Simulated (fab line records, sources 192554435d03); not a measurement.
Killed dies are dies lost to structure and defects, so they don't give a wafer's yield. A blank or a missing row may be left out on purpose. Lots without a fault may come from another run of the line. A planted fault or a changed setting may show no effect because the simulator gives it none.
fab line records | flow n5_finfet
record lots=7 wafers=39
route steps=1938 shown WELL_APT@47 FIN_SAQP@96 DUMMY_GATE@228 HKMG_FIN@451 GATE_CUT@501 MOL_CONTACT_COAG@547 BEOL_M4@1111
start_h: hours from the record's first day to the start of the lot's first wafer shown | wait_h: hours since the lot's step before | " the same as in the row above | L1.1+2: a row that stands for several wafers | - no value, or no start given | * or withheld: withheld | < > ~ a bound
route shown NAME@n: a module of which the file shows steps, and the number in the route of the first | usual: mean/standard deviation of fault-free wafers | same: alike in all rows | chamber/n: place in a boat | sites: the reading at each site | _std_site: their standard deviation | _edge_site: outer sites' mean less inner sites' | radius_mm: how far each site lies from the wafer's centre | mask NAME#n: copy n | behind: the tool/chamber that last shaped the wafer | hold: why the lot was held/for how many hours/how that ended | device: the transistor (n, p or np) that didn't switch | end of line: the same wafers' tests at the end of the route | a step without rows: its recipe alone | killed: dies lost to structure and defects at the first sort, not the wafer's yield | map: a wafer's dies, x killed, . not, _ none there
set.NAME: the setting as run; set.NAME@STEP: as run at that earlier step | model.NAME: the simulator's own value behind a step, which no gauge read
lots whose settings were changed on purpose; a table a step, a row a wafer
## steps
# step N5_WELL_APT_IMPLANT_31
# recipe species=B energy_kev=60 dose_cm2=1.5e+13 tilt_deg=0 rotation_deg=0
# step N5_WELL_APT_IMPLANT_32
# recipe species=BF2 energy_kev=50 dose_cm2=2e+13 tilt_deg=0 rotation_deg=0
# step N5_FIN_SAQP_HM_DEP_03
# recipe material=SiNx target_thk_a=380 temp_c=400 precursor=SiH4/NH3/N2 pressure_torr=1.5 rf_w=300 time_s=33.6
# step N5_DUMMY_GATE_EXPOSE_12
# recipe mask_id=GATE na=0.33 source_shape=annular sigma_inner=0.2 sigma_outer=0.6 polarization=unpolarized target_cd_nm=25 dose_mj=34
# step N5_DUMMY_GATE_ETCH_31
# recipe chemistry=C4F6/O2 target=SiO2 mask_material=SOC target_depth_a=825 time_s=27.5 ion_energy_ev=250 pressure_mtorr=30 source_w=345 bias_w=185 Ar_flow_sccm=300 C4F6_flow_sccm=10 O2_flow_sccm=10
# step N5_DUMMY_GATE_ETCH_42
# recipe chemistry=CHF3/O2 target=SiO2 target_depth_a=35 time_s=31 ion_energy_ev=30 bias_w=12 pressure_mtorr=30 source_w=600 Ar_flow_sccm=200 CHF3_flow_sccm=50 O2_flow_sccm=5
# step N5_HKMG_FIN_ETCH_67
# recipe chemistry=N2/H2 target=SOC target_depth_a=3889 stop_on=TiN ion_energy_ev=100 bias_w=61 pressure_mtorr=30 source_w=850 n2_flow_sccm=200 h2_flow_sccm=200
# step N5_GATE_CUT_CUT_ETCH_54
# recipe chemistry=Cl2/BCl3 target=TiN mask_material=SiO2 target_depth_a=967 pressure_mtorr=10 icp_w=1000 bias_w=126 Cl2_flow_sccm=53.25 bcl3_flow_sccm=21.75 Ar_flow_sccm=25 ends=cleared
# step N5_MOL_CONTACT_COAG_SPUTTER_143
# recipe material=Co target_thk_a=25 temp_c=25 chamber_pressure_pa=0.2
# step N5_BEOL_M4_RC_MEAS_101
# usual RS_PWELL=3011/21
# columns lot.wafer tool chamber start_h wait_h set.dose_cm2@WELL_APT_IMPLANT_31 set.dose_cm2@WELL_APT_IMPLANT_32 set.target_thk_a@FIN_SAQP_HM_DEP_03 set.dose_mj@DUMMY_GATE_EXPOSE_12 set.target_depth_a@DUMMY_GATE_ETCH_31 set.bias_w@DUMMY_GATE_ETCH_42 set.target_depth_a@HKMG_FIN_ETCH_67 set.Cl2_flow_sccm@GATE_CUT_CUT_ETCH_54 set.target_thk_a@MOL_CONTACT_COAG_SPUTTER_143 RS_PWELL[ohm/sq]
L076.1 prober-02 0 180.56 0.0 1.311e+13 2e+13 333.9 34 825 12 3889 58.01 27.2 3245
L076.2 " 0 " " 1.5e+13 2.321e+13 380 31.54 825 12 3889 53.25 25 2980
L076.3 " 0 " " 1.5e+13 2e+13 380 34 825 12 3889 58.01 25 2974
L076.4 " 0 " " 1.5e+13 2.321e+13 333.9 34 825 12 4207 53.25 27.2 2971
L076.5 " 0 " " 1.311e+13 2.321e+13 380 31.54 825 12 4207 58.01 27.2 3219
L076.6 " 0 " " 1.311e+13 2e+13 333.9 31.54 825 12 4207 53.25 25 3273
L080.2 prober-01 0 200.08 0.2 1.5e+13 2e+13 380 34 825 12 3889 53.25 25 3045
L080.3 " 0 " " 1.5e+13 2e+13 380 34 825 12 3889 53.25 25 3029
L080.5 " 0 " " 1.5e+13 2e+13 380 34 825 12 3889 53.25 25 3018
L084.1 prober-02 0 219.89 0.0 1.5e+13 2e+13 380 34.79 825 13.94 3889 49.93 25 3035
L084.2 " 0 " " 1.5e+13 2.309e+13 380 34.79 825 12 3510 53.25 21.52 2978
L084.3 " 0 " " 1.5e+13 2e+13 380 34.79 825 13.94 3510 49.93 21.52 2995
L084.4 " 0 " " 1.5e+13 2.309e+13 380 34 825 12 3510 49.93 25 3010
L084.5 " 0 " " 1.5e+13 2.309e+13 380 34 825 13.94 3889 53.25 21.52 3003
L084.6 " 0 " " 1.5e+13 2e+13 380 34 825 12 3889 53.25 25 3042
L086.1 prober-02 0 237.10 0.0 1.5e+13 2.133e+13 336.7 36.45 825 12 3889 45.46 25 3006
L086.2 " 0 " " 1.575e+13 2.133e+13 336.7 34 876.4 12 4047 45.46 25 2942
L086.3 " 0 " " 1.5e+13 2.133e+13 380 34 876.4 12 3889 53.25 25 3043
L086.4 " 0 " " 1.575e+13 2e+13 380 36.45 825 12 4047 45.46 25 2968
L086.5 " 0 " " 1.5e+13 2e+13 336.7 34 825 12 4047 53.25 25 3024
L086.6 " 0 " " 1.575e+13 2e+13 380 36.45 876.4 12 3889 53.25 25 2933
L089.1 prober-01 0 266.62 0.0 1.5e+13 2e+13 380 34 760.4 10.19 3889 63.73 25 3017
L089.2 " 0 " " 1.5e+13 2e+13 380 33.08 760.4 12 3889 53.25 27.05 3009
L089.3 " 0 " " 1.729e+13 2e+13 380 33.08 760.4 10.19 3889 53.25 25 2774
L089.4 " 0 " " 1.5e+13 2e+13 380 33.08 825 12 3889 63.73 27.05 2998
L089.5 " 0 " " 1.729e+13 2e+13 380 34 825 12 3889 63.73 25 2749
L089.6 " 0 " " 1.729e+13 2e+13 380 34 825 10.19 3889 53.25 27.05 2757
L090.1 prober-01 0 269.88 0.0 1.416e+13 2e+13 380 34 771.5 12 3889 57.96 25 3077
L090.2 " 0 " " 1.416e+13 2e+13 380 34 825 12 3889 53.25 22.64 3079
L090.3 " 0 " " 1.5e+13 1.703e+13 380 34 825 12 3889 57.96 25 3041
L090.4 " 0 " " 1.416e+13 1.703e+13 380 34 771.5 12 3889 53.25 25 3113
L090.5 " 0 " " 1.5e+13 1.703e+13 380 34 771.5 12 3889 57.96 22.64 3007
L090.6 " 0 " " 1.5e+13 2e+13 380 34 825 12 3889 53.25 22.64 2999
L093.1 prober-02 0 288.27 0.0 1.5e+13 2e+13 380 33.28 725.2 12 4230 48.67 25 3017
L093.2 " 0 " " 1.5e+13 2e+13 417.4 34 725.2 12 3889 48.67 25 3033
L093.3 " 0 " " 1.5e+13 2e+13 380 34 725.2 12 4230 53.25 25 3062
L093.4 " 0 " " 1.5e+13 2e+13 380 33.28 825 12 3889 53.25 25 3033
L093.5 " 0 " " 1.5e+13 2e+13 417.4 34 825 12 4230 48.67 25 3022
L093.6 " 0 " " 1.5e+13 2e+13 417.4 33.28 825 12 3889 53.25 25 3043
## key
split step=N5_WELL_APT_IMPLANT_31 setting=dose_cm2 stated_as=1.5e+13
response step=N5_BEOL_M4_RC_MEAS_101 reading=RS_PWELL slope=-17.5 per=1% together_with=all explained=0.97
split step=N5_WELL_APT_IMPLANT_32 setting=dose_cm2 stated_as=2e+13
response none clear
split step=N5_FIN_SAQP_HM_DEP_03 setting=target_thk_a stated_as=380
response none clear
split step=N5_DUMMY_GATE_EXPOSE_12 setting=dose_mj stated_as=34
response none clear
split step=N5_DUMMY_GATE_ETCH_31 setting=target_depth_a stated_as=825
response none clear
split step=N5_DUMMY_GATE_ETCH_42 setting=bias_w stated_as=12
response none clear
split step=N5_HKMG_FIN_ETCH_67 setting=target_depth_a stated_as=3889
response none clear
split step=N5_GATE_CUT_CUT_ETCH_54 setting=Cl2_flow_sccm stated_as=53.25
response none clear
split step=N5_MOL_CONTACT_COAG_SPUTTER_143 setting=target_thk_a stated_as=25
response none clear
